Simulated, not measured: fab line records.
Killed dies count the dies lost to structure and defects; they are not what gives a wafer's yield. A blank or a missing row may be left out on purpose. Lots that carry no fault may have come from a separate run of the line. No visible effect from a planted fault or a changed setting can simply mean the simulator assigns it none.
One fault through the eyes of 3 desks || flow n5 finfet || numbers are kept per desk, each desk with only its own; the story behind them comes last

== FROM THE METROLOGY DESK ==
What the gauges read, lot by lot, whatever tool the lot ran on: means of the sampled wafers that have a number. The brackets show how far a lot's mean lies from the usual mean; more than 4 standard deviations puts the lot out of limits, marked OUT. It has 10 readings; the 7 that lie furthest out on some lot are the ones shown.
Columns: A = DIBL_N at N5_BEOL_M4_RC_MEAS_101, usual 35.4 mV/V; B = DIBL_P at N5_BEOL_M4_RC_MEAS_101, usual 34.8 mV/V; C = IOFF_N at N5_BEOL_M4_RC_MEAS_101, usual 0.15 nA/um; D = ION_P at N5_BEOL_M4_RC_MEAS_101, usual 462 uA/um; E = SS_N at N5_BEOL_M4_RC_MEAS_101, usual 71.4 mV/dec; F = SS_P at N5_BEOL_M4_RC_MEAS_101, usual 72.9 mV/dec; G = VT_P at N5_BEOL_M4_RC_MEAS_101, usual -251 mV
{"lot": "L972", "first seen here": "day 8 15:29", "A": 37.6, "B": 36.8, "C": 0.18, "D": 450, "E": 72.3, "F": 73.2, "G": -256}
{"lot": "L976", "first seen here": "day 9 08:56", "A": 36.4, "B": 34.9, "C": 0.19, "D": 461, "E": 71.8, "F": 73.5, "G": -249}
{"lot": "L978", "first seen here": "day 9 10:58", "A": 35.3, "B": 34.0, "C": 0.14, "D": 454, "E": 71.2, "F": 72.6, "G": -256}
{"lot": "L979", "first seen here": "day 10 10:59", "A": 36.4, "B": 35.2, "C": 0.16, "D": 470, "E": 71.3, "F": 72.8, "G": -250}
{"lot": "L981", "first seen here": "day 10 14:34", "A": 36.0, "B": 36.4, "C": 0.15, "D": 458, "E": 71.6, "F": 73.1, "G": -253}
{"lot": "L983", "first seen here": "day 11 11:31", "A": 35.5, "B": 35.7, "C": 0.16, "D": 464, "E": 71.6, "F": 72.8, "G": -250}
{"lot": "L984", "first seen here": "day 11 18:20", "A": 34.5, "B": 35.0, "C": 0.16, "D": 476, "E": 71.2, "F": 72.3, "G": -249}
{"lot": "L987", "first seen here": "day 11 20:48", "A": 38.9, "B": 39.0, "C": 0.19, "D": 469, "E": 71.9, "F": 73.7, "G": -250}
{"lot": "L988", "first seen here": "day 12 14:50", "A": 38.0, "B": 37.4, "C": 0.20, "D": 464, "E": 72.2, "F": 73.8, "G": -247}
{"lot": "L992", "first seen here": "day 13 15:11", "A": 37.0, "B": 36.0, "C": 0.16, "D": 460, "E": 71.6, "F": 74.1, "G": -257}
This desk's verdict: no lot among the 10 shows anything out of limits.

== FOR THE TOOL OWNER'S DESK: rie diel-03 ==
The tool's own readings at N5_MOL_CONTACT_COAG_ETCH_47 (etches SiNx in CH3F/O2, stops on W, target depth 27 nm): means of the sampled wafers that have a number, for each lot that ran on this tool. The brackets show how far a lot's mean lies from the usual mean; more than 4 standard deviations puts the lot out of limits, marked OUT.
Columns: A = drypump motor current A at N5_MOL_CONTACT_COAG_ETCH_47, usual 5.65 A; B = etch rf on time s at N5_MOL_CONTACT_COAG_ETCH_47, usual 30.5 s; C = oes product au at N5_MOL_CONTACT_COAG_ETCH_47, usual 0.71 a.u.; D = rf vpp V at N5_MOL_CONTACT_COAG_ETCH_47, usual 296 V; E = showerhead plenum p Torr at N5_MOL_CONTACT_COAG_ETCH_47, usual 2.00 Torr; F = throttle valve pct at N5_MOL_CONTACT_COAG_ETCH_47, usual 16.43 %
{"lot": "L976", "first seen here": "day 6 11:29", "A": 5.48, "B": 30.7, "C": 0.66, "D": 296, "E": 1.91, "F": 16.51}
{"lot": "L979", "first seen here": "day 7 07:46", "A": 5.37, "B": 30.1, "C": 0.65, "D": 300, "E": 1.91, "F": 16.62}
{"lot": "L981", "first seen here": "day 7 12:17", "A": 5.51, "B": 30.3, "C": 0.69, "D": 299, "E": 2.01, "F": 16.52}
{"lot": "L983", "first seen here": "day 8 02:52", "A": 5.61, "B": 30.1, "C": 0.72, "D": 296, "E": 2.05, "F": 16.42}
{"lot": "L984", "first seen here": "day 8 14:48", "A": 5.68, "B": 30.5, "C": 0.70, "D": 289, "E": 1.96, "F": 16.33}
{"lot": "L987", "first seen here": "day 9 01:43", "A": 5.56, "B": 31.0, "C": 0.65, "D": 294, "E": 1.91, "F": 16.50}
{"lot": "L988", "first seen here": "day 9 09:38", "A": 5.54, "B": 30.2, "C": 0.65, "D": 294, "E": 1.91, "F": 16.52}
{"lot": "L992", "first seen here": "day 10 10:14", "A": 5.62, "B": 31.0, "C": 0.64, "D": 296, "E": 1.98, "F": 16.56}
This desk's verdict: no lot among the 8 shows anything out of limits.

== THE DEFECT DESK ==
Lot by lot, what the route's inspections counted, given as the mean of those sampled wafers with a number. The brackets show how far a lot's mean lies from the usual mean; more than 4 standard deviations puts the lot out of limits, marked OUT.
Columns: A = raw defect count at N5_MOL_CONTACT_COAG_INSPECT_57, usual 206
{"lot": "L972", "first seen here": "day 5 08:20", "A": 252}
{"lot": "L976", "first seen here": "day 6 10:46", "A": 216}
{"lot": "L978", "first seen here": "day 6 16:13", "A": 191}
{"lot": "L979", "first seen here": "day 7 06:53", "A": 183}
{"lot": "L981", "first seen here": "day 7 09:52", "A": 156}
{"lot": "L983", "first seen here": "day 8 02:09", "A": 218}
{"lot": "L984", "first seen here": "day 8 13:41", "A": 214}
{"lot": "L987", "first seen here": "day 9 00:44", "A": 190}
{"lot": "L988", "first seen here": "day 9 08:55", "A": 184}
{"lot": "L992", "first seen here": "day 10 09:38", "A": 234}
This desk's verdict: no lot among the 10 shows anything out of limits.

== BROUGHT TOGETHER ==
From the metrology desk's view, nothing was out of limits.
Nothing out of limits was seen by the tool owner's desk.
The defect desk saw nothing out of limits.

== WHAT HAD BEEN PUT IN BY THE SIMULATOR ==
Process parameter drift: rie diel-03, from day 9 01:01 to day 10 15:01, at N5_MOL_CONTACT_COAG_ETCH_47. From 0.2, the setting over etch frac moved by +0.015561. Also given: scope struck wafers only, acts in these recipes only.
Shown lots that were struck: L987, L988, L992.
